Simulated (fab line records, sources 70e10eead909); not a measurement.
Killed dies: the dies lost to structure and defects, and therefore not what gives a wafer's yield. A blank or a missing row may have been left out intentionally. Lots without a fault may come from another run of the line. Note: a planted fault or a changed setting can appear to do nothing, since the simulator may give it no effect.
fab line records	flow nand_harc
record: lots: 24	wafers: 72	last_day: 34
route steps=1302 shown A_DECK1_JOINT@530 A_CHANNEL_HOLE_D2@598 A_CHANNEL_FILL_D2@612 A_STAIRCASE@653
lots that met no fault: from a run of the same line without faults
start_h: start of the lot's first displayed wafer, in hours after the record's first day	wait_h: how many hours have passed since the lot's step before this one	" as in the row above	L1.1+2: several wafers, shown together as one row	- no value, or no start given	* or withheld: withheld	< > ~ a bound
route shown NAME@n: names a module that has steps shown in the file, with the first one's number in the route	usual: the fault-free wafers' mean and standard deviation	same: alike in all rows	chamber/n: place in a boat	sites: the reading at each site	_std_site: the values' standard deviation	_edge_site: the outer-site mean with the inner-site mean subtracted	radius_mm: for every site, how far away it sits from the centre of the wafer	mask NAME#n: copy n	behind: the last tool/chamber to shape the wafer	hold: why the lot was held/for how many hours/how that ended	device: which transistor (n, p or np) failed to switch	end of line: the route-end tests of the same wafers	for a step that has no rows: nothing shown but its recipe	killed: dies lost to structure and defects at the first sort, not the wafer's yield	map: per-die view of a wafer (x killed, . not killed, _ where there is no die)
set.NAME: the run value of the setting; set.NAME@STEP: its run value at that earlier step	model.NAME: the simulator's own value behind a step, which no gauge read
the route's steps for a sample of lots (tables are steps, rows are wafers)
services: from which hour (start_h, from the record's first day; less than 0 if before it) a tool's chamber was out of use, for how many hours, and why
== steps ==
step: NHARC_A_DECK1_JOINT_ETCHBACK_00
recipe: target_depth_a: 300	time_s: 17.4	hbr_flow_sccm: 150	rf_w: 350	icp_w: 350	bias_w: 60	chemistry: HBr
usual: drypump_motor_current_A: 5.8/0.63	oes_product_au: 0.998/0.0079	throttle_valve_pct: 23.267/0.009
lot.wafer	tool	chamber	start_h	wait_h	drypump_motor_current_A	oes_product_au	rf_hours_counter_h	throttle_valve_pct
L074.3	rie_si-01	0	253.83	0.1	5.4	0.996	0.38	23.265
L074.2	"	2	"	"	6.1	0.997	0.28	23.288
L074.6	"	0	"	"	5.4	0.997	-	23.262
L076.2	rie_si-01	0	270.15	0.1	5.4	1.002	0.50	23.263
L076.4	"	1	"	"	6.5	0.994	0.44	23.276
L076.3	"	2	"	"	6.1	0.994	0.35	23.270
L075.3	rie_si-06	0	270.16	0.1	6.4	0.990	0.11	23.273
L075.6	"	3	"	"	5.7	1.000	-	23.270
L075.5	"	0	"	"	6.4	0.993	-	23.271
L077.4	rie_si-01	2	274.73	0.1	6.1	0.998	0.36	23.263
L077.5	"	0	"	"	5.4	1.000	-	23.254
L077.6	"	1	"	"	6.5	1.002	-	23.262
L078.1	rie_si-01	3	284.98	0.1	4.7	0.995	0.44	23.268
L078.2	"	0	"	"	5.4	1.006	0.58	23.261
L078.3	"	1	"	"	6.4	1.003	0.52	23.259
L079.4	rie_si-05	3	296.18	0.1	5.0	0.999	1.05	23.263
L079.1	"	0	"	"	5.7	1.006	0.95	23.256
L079.3	"	1	"	"	6.7	0.995	0.97	23.260
L080.2	rie_si-06	0	305.08	0.1	6.4	0.988	0.36	23.271
L080.4	"	2	"	"	6.6	0.989	0.24	23.278
L080.6	"	0	"	"	6.4	0.985	-	23.283
L081.2	rie_si-06	0	319.39	0.1	6.4	0.987	0.44	23.281
L081.3	"	2	"	"	6.6	0.991	0.28	23.278
L081.5	"	3	"	"	5.7	0.994	-	23.264
L082.1	rie_si-01	0	326.02	0.1	5.3	1.001	0.99	23.264
L082.2	"	1	"	"	6.4	0.996	0.70	23.252
L082.5	"	1	"	"	6.4	1.003	-	23.273
L083.4	rie_si-01	3	333.22	0.1	4.7	0.985	0.83	23.256
L083.2	"	1	"	"	6.4	0.993	0.74	23.262
L083.5	"	3	"	"	4.7	0.999	-	23.258
L084.4	rie_si-05	0	351.61	0.1	5.7	0.998	0.27	23.280
L084.2	"	2	"	"	5.8	0.998	0.28	23.257
L084.6	"	0	"	"	5.7	1.021	-	23.261
L085.2	rie_si-05	2	354.08	0.1	5.6	0.997	0.34	23.261
L085.3	"	3	"	"	4.9	0.994	0.30	23.262
L085.4	"	1	"	"	6.7	1.001	0.36	23.255
L086.4	rie_si-05	3	371.04	0.1	5.0	0.998	0.41	23.252
L086.3	"	2	"	"	5.7	0.994	0.44	23.266
L086.6	"	0	"	"	5.7	0.999	-	23.267
L087.4	rie_si-01	1	379.32	0.1	6.4	0.998	0	23.274
L087.3	"	2	"	"	6.1	0.989	0	23.278
L087.6	"	1	"	"	6.4	0.991	-	23.264
L089.1	rie_si-05	2	399.12	0.1	5.7	0.995	0.67	23.269
L089.2	"	1	"	"	6.7	0.995	0.69	23.253
L089.6	"	2	"	"	5.7	0.994	-	23.275
L088.3	rie_si-01	2	399.12	0.1	6.1	1.006	0.06	23.282
L088.4	"	3	"	"	4.7	0.995	0.10	23.263
L088.6	"	1	"	"	6.4	1.001	-	23.265
L091.4	rie_si-05	3	407.73	0.1	5.0	1.011	0.60	23.268
L091.3	"	0	"	"	5.7	1.005	0.60	23.279
L091.6	"	3	"	"	5.0	1.000	-	23.261
L090.3	rie_si-01	3	407.74	0.1	4.7	0.997	0.12	23.270
L090.2	"	0	"	"	5.4	1.020	0.14	23.255
L090.5	"	1	"	"	6.4	1.004	-	23.254
L092.4	rie_si-05	2	443.95	0.1	5.7	0.993	0.95	23.260
L092.6	"	2	"	"	5.7	0.992	-	23.283
L092.5	"	3	"	"	5.0	1.006	-	23.270
L093.4	rie_si-01	0	443.96	0.1	5.4	0.995	0.36	23.257
L093.5	"	3	"	"	4.8	0.979	-	23.268
L093.6	"	0	"	"	5.4	1.003	-	23.268
L094.2	rie_si-01	0	455.80	0.1	5.4	1.013	0.44	23.262
L094.4	"	1	"	"	6.5	0.999	0.52	23.268
L094.1	"	2	"	"	6.1	1.005	0.51	23.257
L095.2	rie_si-05	3	463.78	0.1	5.0	0.991	1.01	23.262
L095.6	"	1	"	"	6.7	0.987	-	23.281
L095.5	"	2	"	"	5.7	0.992	-	23.267
L096.3	rie_si-06	0	473.50	0.1	6.4	0.981	0.31	23.256
L096.2	"	1	"	"	5.1	0.992	0.22	23.261
L096.5	"	3	"	"	5.7	0.985	-	23.260
L097.1	rie_si-06	3	483.54	0.1	5.7	0.973	0.36	23.256
L097.2	"	1	"	"	5.1	1.000	0.24	23.256
L097.5	"	0	"	"	6.3	0.984	-	23.280
step: NHARC_A_CHANNEL_HOLE_D2_ETCH_26
recipe: bias_v: 300	source_w: 2000	pressure_mtorr: 30	time_s: 224.1	ar_flow_sccm: 375	c4f8_flow_sccm: 11.4	o2_flow_sccm: 113.6	temp_c: -20	target_depth_a: 3000	chemistry: C4F8/O2/Ar
usual: drypump_motor_current_A: 5.6/0.63	showerhead_plenum_p_Torr: 3.72/0.17	throttle_valve_pct: 24.583/0.0099
lot.wafer	tool	chamber	start_h	wait_h	drypump_motor_current_A	rf_hours_counter_h	showerhead_plenum_p_Torr	throttle_valve_pct
L074.2	har_etch-01	0	314.10	0.7	5.3	163	3.73	24.592
L074.3	"	1	"	"	6.0	-	3.57	24.577
L074.6	"	1	"	"	6.0	-	3.57	24.586
L076.2	har_etch-01	0	318.25	0.7	5.3	167	3.72	24.575
L076.3	"	0	"	"	5.3	-	3.72	24.579
L076.4	"	1	"	"	6.0	-	3.57	24.592
L075.3	har_etch-01	0	322.54	0.4	5.3	-	3.72	24.581
L075.5	"	1	"	"	6.0	-	3.57	24.582
L075.6	"	0	"	"	5.3	-	3.72	24.561
L077.4	har_etch-02	0	326.93	0.8	4.8	-	3.63	24.591
L077.5	"	0	"	"	4.8	-	3.63	24.576
L077.6	"	0	"	"	4.8	-	3.63	24.583
L078.1	har_etch-02	0	335.09	1.5	4.8	391	3.63	24.577
L078.2	"	0	"	"	4.8	-	3.63	24.580
L078.3	"	0	"	"	4.8	-	3.63	24.582
L079.1	har_etch-02	1	343.79	0.7	6.5	361	3.64	24.574
L079.3	"	1	"	"	6.5	-	3.63	24.589
L079.4	"	0	"	"	4.8	-	3.62	24.576
L080.2	har_etch-01	1	354.70	0.7	6.0	201	3.55	24.575
L080.4	"	1	"	"	6.0	-	3.55	24.578
L080.6	"	1	"	"	6.0	-	3.55	24.585
L081.2	har_etch-02	0	362.02	0.6	4.8	411	3.62	24.598
L081.3	"	0	"	"	4.8	-	3.62	24.572
L081.5	"	1	"	"	6.5	-	3.63	24.581
L082.2	har_etch-01	1	373.69	0.7	6.0	209	3.55	24.598
L082.1	"	0	"	"	5.3	209	3.70	24.576
L082.5	"	0	"	"	5.3	-	3.70	24.590
L083.2	har_etch-01	0	382.52	0.6	5.3	216	3.70	24.596
L083.4	"	1	"	"	6.0	-	3.54	24.579
L083.5	"	1	"	"	6.0	-	3.54	24.570
L085.2	har_etch-01	0	402.67	0.7	5.3	228	3.69	24.595
L085.3	"	0	"	"	5.3	-	3.69	24.582
L085.4	"	1	"	"	6.0	-	3.54	24.570
L084.2	har_etch-02	0	405.09	0.7	4.8	8	3.99	24.568
L084.4	"	1	"	"	6.5	-	3.99	24.583
L084.6	"	1	"	"	6.5	-	3.99	24.564
L086.3	har_etch-01	0	416.19	0.5	5.3	-	3.68	24.581
L086.4	"	1	"	"	6.0	-	3.53	24.594
L086.6	"	1	"	"	6.0	-	3.53	24.571
L087.4	har_etch-01	0	424.62	0.5	5.3	-	3.68	24.580
L087.3	"	1	"	"	6.0	-	3.53	24.588
L087.6	"	1	"	"	6.0	-	3.53	24.587
L088.3	har_etch-02	0	443.94	0.5	4.8	-	3.98	24.566
L088.4	"	1	"	"	6.5	-	3.98	24.568
L088.6	"	0	"	"	4.8	-	3.98	24.579
L089.2	har_etch-01	1	447.77	0.7	6.0	250	3.52	24.588
L089.1	"	0	"	"	5.3	250	3.68	24.577
L089.6	"	1	"	"	6.0	-	3.52	24.578
L090.2	har_etch-02	1	455.49	0.7	6.5	30	3.97	24.603
L090.3	"	0	"	"	4.8	-	3.97	24.580
L090.5	"	1	"	"	6.5	-	3.97	24.578
L091.4	har_etch-01	0	457.29	0.5	5.3	-	3.67	24.579
L091.3	"	1	"	"	6.0	-	3.52	24.583
L091.6	"	0	"	"	5.3	-	3.67	24.585
L093.4	har_etch-01	1	488.44	0.4	6.0	-	3.51	24.584
L093.6	"	0	"	"	5.3	-	3.66	24.571
L093.5	"	1	"	"	6.0	-	3.51	24.586
L092.4	har_etch-02	0	492.12	0.5	4.8	-	3.96	24.580
L092.5	"	0	"	"	4.8	-	3.96	24.608
L092.6	"	1	"	"	6.5	-	3.96	24.587
L094.1	har_etch-02	0	504.38	0.7	4.8	65	3.95	24.569
L094.2	"	1	"	"	6.5	65	3.95	24.588
L094.4	"	0	"	"	4.8	-	3.95	24.584
L095.2	har_etch-02	1	514.34	0.6	6.5	69	3.95	24.595
L095.5	"	0	"	"	4.8	-	3.95	24.599
L095.6	"	1	"	"	6.5	-	3.95	24.605
L096.2	har_etch-02	1	524.60	0.6	6.5	76	3.95	24.583
L096.3	"	1	"	"	6.5	-	3.95	24.557
L096.5	"	0	"	"	4.8	-	3.95	24.581
L097.2	har_etch-01	1	541.72	0.7	6.0	308	3.49	24.579
L097.1	"	0	"	"	5.3	308	3.64	24.602
L097.5	"	1	"	"	6.0	-	3.49	24.582
step: NHARC_A_CHANNEL_FILL_D2_ALD_02
recipe: target_thk_a: 60	pulse_time_s: 10	ald_cycles: 60	temp_c: 300	material: SiO2
usual: heater_power_w: 472/41	precursor_pulse_height_rel: 1.001/0.018
lot.wafer	tool	chamber	start_h	wait_h	heater_power_w	precursor_pulse_height_rel	since_wet_clean_h
L074.2	ald_hk-01	1	316.38	-	440	0.997	11
L074.3	"	3	"	"	459	1.021	11
L074.6	"	0	"	"	531	1.006	-
L076.2	ald_hk-01	1	320.52	-	442	0.993	15
L076.4	"	2	"	"	407	0.974	15
L076.3	"	3	"	"	457	0.986	15
L075.3	ald_hk-02	0	324.57	-	399	0.992	142
L075.6	"	0	"	"	403	0.989	-
L075.5	"	1	"	"	521	1.001	-
L077.4	ald_hk-03	3	329.32	-	467	1.017	105
L077.5	"	2	"	"	492	1.028	-
L077.6	"	3	"	"	492	1.000	-
L078.3	ald_hk-02	2	337.61	-	503	0.987	155
L078.2	"	3	"	"	469	0.998	155
L078.1	"	1	"	"	497	1.012	155
L079.1	ald_hk-03	1	345.91	-	501	1.012	122
L079.4	"	3	"	"	477	0.987	122
L079.3	"	0	"	"	421	1.007	122
L080.4	ald_hk-01	0	356.82	-	532	0.985	51
L080.2	"	1	"	"	455	1.016	51
L080.6	"	1	"	"	432	1.010	-
L081.3	ald_hk-03	1	366.19	-	524	0.995	142
L081.2	"	2	"	"	494	0.981	142
L081.5	"	0	"	"	420	0.958	-
L082.2	ald_hk-01	3	375.82	-	460	0.997	70
L082.1	"	1	"	"	445	0.963	70
L082.5	"	3	"	"	467	1.003	-
L083.2	ald_hk-03	0	384.62	-	421	1.012	160
L083.4	"	2	"	"	488	0.985	160
L083.5	"	0	"	"	415	1.009	-
L085.2	ald_hk-03	3	404.78	-	457	0.982	2
L085.4	"	0	"	"	432	1.012	3
L085.3	"	1	"	"	525	1.020	3
L084.4	ald_hk-03	3	407.22	-	464	1.020	5
L084.2	"	2	"	"	503	0.958	5
L084.6	"	3	"	"	466	1.018	-
L086.4	ald_hk-03	1	418.31	-	510	0.968	16
L086.3	"	2	"	"	505	0.980	16
L086.6	"	0	"	"	433	1.024	-
L087.4	ald_hk-03	1	426.67	-	521	1.028	24
L087.3	"	0	"	"	428	1.012	25
L087.6	"	1	"	"	515	0.992	-
L088.4	ald_hk-02	0	446.06	-	416	0.990	84
L088.3	"	2	"	"	497	0.994	84
L088.6	"	3	"	"	446	1.023	-
L089.1	ald_hk-01	0	450.19	-	532	0.995	144
L089.2	"	1	"	"	452	0.968	144
L089.6	"	3	"	"	452	1.011	-
L090.3	ald_hk-03	3	457.84	-	463	1.001	55
L090.2	"	0	"	"	423	0.970	56
L090.5	"	2	"	"	515	1.010	-
L091.3	ald_hk-03	3	459.36	-	460	1.012	57
L091.4	"	2	"	"	511	1.038	57
L091.6	"	3	"	"	455	0.978	-
L093.4	ald_hk-02	2	490.64	0.3	489	1.019	129
L093.5	"	0	"	"	410	0.993	-
L093.6	"	1	"	"	485	0.974	-
L092.4	ald_hk-01	3	494.25	-	484	1.023	10
L092.6	"	2	"	"	410	0.981	-
L092.5	"	3	"	"	491	0.985	-
L094.1	ald_hk-03	2	506.57	-	508	1.010	104
L094.4	"	3	"	"	452	0.998	104
L094.2	"	0	"	"	432	0.991	104
L095.2	ald_hk-03	3	516.55	-	451	1.001	114
L095.6	"	3	"	"	459	1.005	-
L095.5	"	0	"	"	441	1.002	-
L096.2	ald_hk-01	1	526.83	-	446	0.991	43
L096.3	"	2	"	"	414	0.985	43
L096.5	"	0	"	"	523	0.963	-
L097.2	ald_hk-03	1	543.83	-	530	1.027	141
L097.1	"	0	"	"	429	0.996	142
L097.5	"	2	"	"	508	1.002	-
step: NHARC_A_STAIRCASE_STRIP_171
recipe: power_w: 1500	temp_c: 250	chemistry: O2
usual: drypump_motor_current_A: 5.8/0.34	heater_power_w: 343/42
lot.wafer	tool	chamber	start_h	wait_h	drypump_motor_current_A	heater_power_w	rf_hours_counter_h
L074.2	plasma_asher-01	1	366.44	-	5.8	321	1
L074.3	"	0	"	"	5.4	303	-
L074.6	"	0	"	"	5.4	293	-
L076.2	plasma_asher-01	0	376.38	-	5.4	299	1
L076.4	"	1	"	"	5.8	328	-
L076.3	"	0	"	"	5.4	300	-
L077.4	plasma_asher-02	0	376.69	-	6.3	419	-
L077.5	"	0	"	"	6.3	413	-
L077.6	"	1	"	"	5.9	355	-
L075.3	plasma_asher-01	1	376.77	-	5.8	322	-
L075.6	"	1	"	"	5.8	329	-
L075.5	"	0	"	"	5.4	302	-
L078.2	plasma_asher-02	0	386.76	-	6.3	408	20
L078.1	"	1	"	"	5.9	349	20
L078.3	"	1	"	"	5.9	353	-
L079.1	plasma_asher-02	0	396.91	-	6.3	411	22
L079.4	"	0	"	"	6.3	425	-
L079.3	"	1	"	"	5.9	354	-
L080.2	plasma_asher-01	0	412.61	-	5.3	299	12
L080.4	"	1	"	"	5.8	318	-
L080.6	"	1	"	"	5.8	322	-
L081.2	plasma_asher-02	0	416.62	-	6.3	409	30
L081.3	"	1	"	"	5.9	360	-
L081.5	"	1	"	"	5.9	360	-
L082.2	plasma_asher-02	1	425.56	-	5.9	349	32
L082.1	"	0	"	"	6.3	414	32
L082.5	"	0	"	"	6.3	406	-
L083.2	plasma_asher-01	1	434.03	-	5.8	323	16
L083.4	"	1	"	"	5.7	323	-
L083.5	"	1	"	"	5.8	327	-
L084.2	plasma_asher-02	0	455.05	-	6.3	412	4
L084.4	"	0	"	"	6.3	412	-
L084.6	"	0	"	"	6.3	409	-
L085.2	plasma_asher-01	1	455.56	-	5.8	327	22
L085.3	"	1	"	"	5.8	319	-
L085.4	"	0	"	"	5.4	301	-
L086.4	plasma_asher-01	1	469.89	-	5.8	317	-
L086.3	"	0	"	"	5.4	298	-
L086.6	"	0	"	"	5.4	305	-
L087.3	plasma_asher-02	0	476.89	-	6.3	412	-
L087.4	"	1	"	"	5.9	356	-
L087.6	"	1	"	"	5.9	356	-
L088.3	plasma_asher-01	1	496.50	-	5.8	330	-
L088.4	"	0	"	"	5.4	300	-
L088.6	"	1	"	"	5.8	315	-
L089.1	plasma_asher-01	1	499.83	-	5.8	326	28
L089.2	"	0	"	"	5.3	302	28
L089.6	"	0	"	"	5.4	307	-
L090.2	plasma_asher-01	1	510.01	-	5.8	324	31
L090.3	"	0	"	"	5.3	300	-
L090.5	"	0	"	"	5.3	299	-
L091.3	plasma_asher-02	0	513.97	-	6.3	417	-
L091.4	"	1	"	"	5.9	347	-
L091.6	"	0	"	"	6.3	410	-
L093.4	plasma_asher-01	1	541.83	-	5.8	313	-
L093.5	"	1	"	"	5.8	314	-
L093.6	"	0	"	"	5.3	306	-
L092.4	plasma_asher-01	1	547.09	-	5.8	318	-
L092.6	"	0	"	"	5.4	297	-
L092.5	"	1	"	"	5.8	307	-
L094.1	plasma_asher-02	0	560.71	-	6.3	423	27
L094.2	"	1	"	"	6.0	353	27
L094.4	"	1	"	"	5.9	346	-
L096.2	plasma_asher-02	0	577.30	-	6.3	406	30
L096.3	"	0	"	"	6.3	414	-
L096.5	"	1	"	"	5.9	345	-
L095.2	plasma_asher-02	0	580.16	-	6.3	415	30
L095.5	"	0	"	"	6.3	410	-
L095.6	"	1	"	"	5.9	347	-
L097.2	plasma_asher-01	0	593.47	-	5.4	290	11
L097.1	"	1	"	"	5.8	307	11
L097.5	"	1	"	"	5.8	310	-
step: NHARC_A_STAIRCASE_STRIP_175
recipe: power_w: 1500	temp_c: 250	chemistry: O2
usual: drypump_motor_current_A: 5.8/0.33	heater_power_w: 334/40
lot.wafer	tool	chamber	start_h	wait_h	drypump_motor_current_A	heater_power_w	rf_hours_counter_h
L074.2	plasma_asher-02	1	370.13	0.1	5.9	360	17
L074.3	"	1	"	"	5.9	359	-
L074.6	"	0	"	"	6.3	420	-
L076.2	plasma_asher-02	0	380.09	0.1	6.3	407	18
L076.3	"	1	"	"	5.9	352	-
L076.4	"	0	"	"	6.3	405	-
L077.4	plasma_asher-01	1	380.44	0.2	5.8	319	-
L077.5	"	1	"	"	5.8	325	-
L077.6	"	0	"	"	5.4	297	-
L075.3	plasma_asher-02	0	380.66	0.2	6.3	415	-
L075.5	"	1	"	"	5.9	353	-
L075.6	"	0	"	"	6.3	423	-
L078.2	plasma_asher-01	1	390.93	0.1	5.8	331	4
L078.1	"	0	"	"	5.4	304	4
L078.3	"	1	"	"	5.7	327	-
L079.1	plasma_asher-01	0	401.20	0.1	5.4	293	8
L079.4	"	1	"	"	5.8	328	-
L079.3	"	0	"	"	5.4	303	-
L080.2	plasma_asher-01	0	416.36	0.1	5.4	304	12
L080.4	"	0	"	"	5.4	304	-
L080.6	"	0	"	"	5.3	296	-
L081.2	plasma_asher-01	1	422.14	0.1	5.8	331	14
L081.3	"	1	"	"	5.8	325	-
L081.5	"	0	"	"	5.4	291	-
L082.1	plasma_asher-01	1	429.26	0.1	5.8	332	15
L082.2	"	0	"	"	5.4	304	15
L082.5	"	0	"	"	5.3	299	-
L083.2	plasma_asher-01	1	438.35	0.1	5.7	320	17
L083.4	"	0	"	"	5.4	297	-
L083.5	"	1	"	"	5.7	338	-
L084.2	plasma_asher-01	0	458.90	0.1	5.3	300	22
L084.4	"	0	"	"	5.3	302	-
L084.6	"	1	"	"	5.8	320	-
L085.2	plasma_asher-01	1	459.31	0.1	5.8	328	22
L085.4	"	1	"	"	5.8	328	-
L085.3	"	0	"	"	5.4	292	-
L086.4	plasma_asher-01	1	473.64	0.2	5.8	323	-
L086.3	"	0	"	"	5.4	298	-
L086.6	"	1	"	"	5.7	328	-
L087.4	plasma_asher-02	0	480.82	0.2	6.3	402	-
L087.3	"	1	"	"	5.9	347	-
L087.6	"	1	"	"	5.9	344	-
L088.4	plasma_asher-01	1	500.41	0.2	5.8	315	-
L088.3	"	0	"	"	5.4	298	-
L088.6	"	1	"	"	5.8	325	-
L089.1	plasma_asher-02	1	503.51	0.1	5.9	352	14
L089.2	"	0	"	"	6.3	408	14
L089.6	"	0	"	"	6.3	414	-
L090.2	plasma_asher-02	1	515.77	0.1	5.9	353	18
L090.3	"	0	"	"	6.3	410	-
L090.5	"	0	"	"	6.3	411	-
L091.4	plasma_asher-01	1	517.65	0.2	5.8	318	-
L091.3	"	0	"	"	5.4	300	-
L091.6	"	1	"	"	5.7	332	-
L093.4	plasma_asher-01	1	546.14	0.2	5.8	310	-
L093.6	"	0	"	"	5.4	295	-
L093.5	"	1	"	"	5.8	319	-
L092.4	plasma_asher-02	0	550.61	0.2	6.3	422	-
L092.6	"	0	"	"	6.3	405	-
L092.5	"	1	"	"	5.9	346	-
L094.2	plasma_asher-01	1	564.29	0.1	5.8	303	6
L094.1	"	0	"	"	5.4	289	6
L094.4	"	1	"	"	5.8	310	-
L096.2	plasma_asher-02	0	580.93	0.1	6.3	417	30
L096.3	"	1	"	"	5.9	353	-
L096.5	"	0	"	"	6.3	419	-
L095.2	plasma_asher-01	1	584.00	0.1	5.8	317	8
L095.6	"	0	"	"	5.4	292	-
L095.5	"	1	"	"	5.8	314	-
L097.2	plasma_asher-01	0	597.12	0.1	5.4	300	12
L097.1	"	1	"	"	5.8	311	12
L097.5	"	1	"	"	5.8	319	-
step: NHARC_A_STAIRCASE_ETCH_190
recipe: target_depth_a: 1000	time_s: 40.5	ion_energy_ev: 400	c4f8_flow_sccm: 20	o2_flow_sccm: 10	ar_flow_sccm: withheld	rf_w: 600	bias_w: 1000	chemistry: C4F8/O2
usual: oes_product_au: 0.943/0.011	rf_vpp_V: 897/6.3
lot.wafer	tool	chamber	start_h	wait_h	oes_product_au	rf_hours_counter_h	rf_vpp_V
L074.3	rie_diel-13	0	-	-	0.938	9	905
L074.2	"	3	"	"	0.943	3	900
L074.6	"	1	"	"	0.943	-	894
L076.3	rie_diel-01	0	-	-	0.949	51	905
L076.4	"	1	"	"	0.935	52	888
L076.2	"	2	"	"	0.943	56	904
L077.4	rie_diel-13	1	-	-	0.935	11	892
L077.6	"	0	"	"	0.929	-	905
L077.5	"	1	"	"	0.933	-	891
L075.3	rie_diel-13	1	-	-	0.937	11	892
L075.5	"	1	"	"	0.944	-	893
L075.6	"	2	"	"	0.923	-	901
L078.3	rie_diel-06	0	-	-	0.945	25	900
L078.1	"	2	"	"	0.942	30	890
L078.2	"	3	"	"	0.954	29	891
L079.1	rie_diel-13	1	-	-	0.924	19	893
L079.4	"	2	"	"	0.927	18	900
L079.3	"	3	"	"	0.931	16	900
L080.2	rie_diel-01	3	-	-	0.940	12	892
L080.4	"	0	"	"	0.942	12	904
L080.6	"	3	"	"	0.943	-	891
L081.2	rie_diel-06	1	-	-	0.956	37	888
L081.3	"	2	"	"	0.963	42	890
L081.5	"	3	"	"	0.946	-	890
L082.1	rie_diel-13	3	-	-	0.947	26	900
L082.2	"	1	"	"	0.936	30	893
L082.5	"	3	"	"	0.953	-	900
L083.4	rie_diel-01	2	-	-	0.926	14	903
L083.2	"	1	"	"	0.950	14	889
L083.5	"	2	"	"	0.924	-	903
L084.4	rie_diel-13	2	-	-	0.938	38	899
L084.2	"	1	"	"	0.927	38	892
L084.6	"	3	"	"	0.939	-	900
L085.2	rie_diel-13	0	-	-	0.928	42	907
L085.3	"	1	"	"	0.931	38	891
L085.4	"	2	"	"	0.941	38	900
L086.3	rie_diel-13	0	-	-	0.950	48	903
L086.4	"	1	"	"	0.942	42	893
L086.6	"	3	"	"	0.944	-	899
L087.3	rie_diel-06	2	-	-	0.944	61	892
L087.4	"	3	"	"	0.965	58	892
L087.6	"	3	"	"	0.967	-	891
L088.4	rie_diel-01	1	-	-	0.952	36	887
L088.3	"	3	"	"	0.960	32	890
L088.6	"	2	"	"	0.954	-	903
L089.2	rie_diel-13	0	-	-	0.961	60	906
L089.1	"	3	"	"	0.948	53	898
L089.6	"	1	"	"	0.954	-	891
L090.3	rie_diel-01	3	-	-	0.938	36	891
L090.2	"	1	"	"	0.921	39	888
L090.5	"	0	"	"	0.920	-	904
L091.4	rie_diel-01	1	-	-	0.933	39	887
L091.3	"	2	"	"	0.934	37	901
L091.6	"	2	"	"	0.933	-	902
L093.4	rie_diel-06	3	-	-	0.969	16	890
L093.6	"	2	"	"	0.957	-	889
L093.5	"	3	"	"	0.965	-	892
L092.4	rie_diel-01	3	-	-	0.948	50	891
L092.5	"	1	"	"	0.953	-	886
L092.6	"	2	"	"	0.943	-	902
L094.2	rie_diel-06	0	-	-	0.946	22	900
L094.1	"	1	"	"	0.930	27	905
L094.4	"	2	"	"	0.940	27	890
L096.3	rie_diel-01	3	-	-	0.954	5	892
L096.2	"	1	"	"	0.932	4	906
L096.5	"	0	"	"	0.943	-	903
L095.2	rie_diel-01	3	-	-	0.938	6	890
L095.5	"	2	"	"	0.956	-	903
L095.6	"	3	"	"	0.938	-	890
L097.2	rie_diel-01	2	-	-	0.951	10	902
L097.1	"	3	"	"	0.944	12	890
L097.5	"	0	"	"	0.929	-	903
== services ==
tool	chamber	start_h	hours	kind
rie_diel-01	0	241.27	3.0	repair
plasma_asher-02	-	249.00	9.0	pm
rie_diel-01	0	278.46	4.3	repair
plasma_asher-02	-	283.95	23.3	repair
plasma_asher-01	-	293.01	10.8	repair
rie_diel-01	0	299.93	2.2	repair
rie_si-01	1	300.97	5.4	repair
rie_diel-01	-	317.13	0.7	repair
rie_si-01	-	321.21	0.2	repair
plasma_asher-01	-	342.30	9.0	pm
rie_diel-01	3	352.24	8.4	repair
rie_si-01	-	370.00	9.0	pm
har_etch-02	-	377.35	17.0	pm
rie_diel-01	-	382.39	9.0	pm
ald_hk-03	-	392.48	10.0	pm
plasma_asher-02	-	393.12	1.4	repair
plasma_asher-02	-	426.12	9.0	pm
rie_si-01	3	475.45	9.4	repair
plasma_asher-02	-	491.92	1.8	repair
rie_si-01	1	501.39	5.3	repair
plasma_asher-01	-	519.30	9.0	pm
rie_si-01	-	547.00	9.0	pm
ald_hk-03	-	570.48	10.0	pm
rie_si-01	-	597.02	0.1	repair
== key ==
fault none
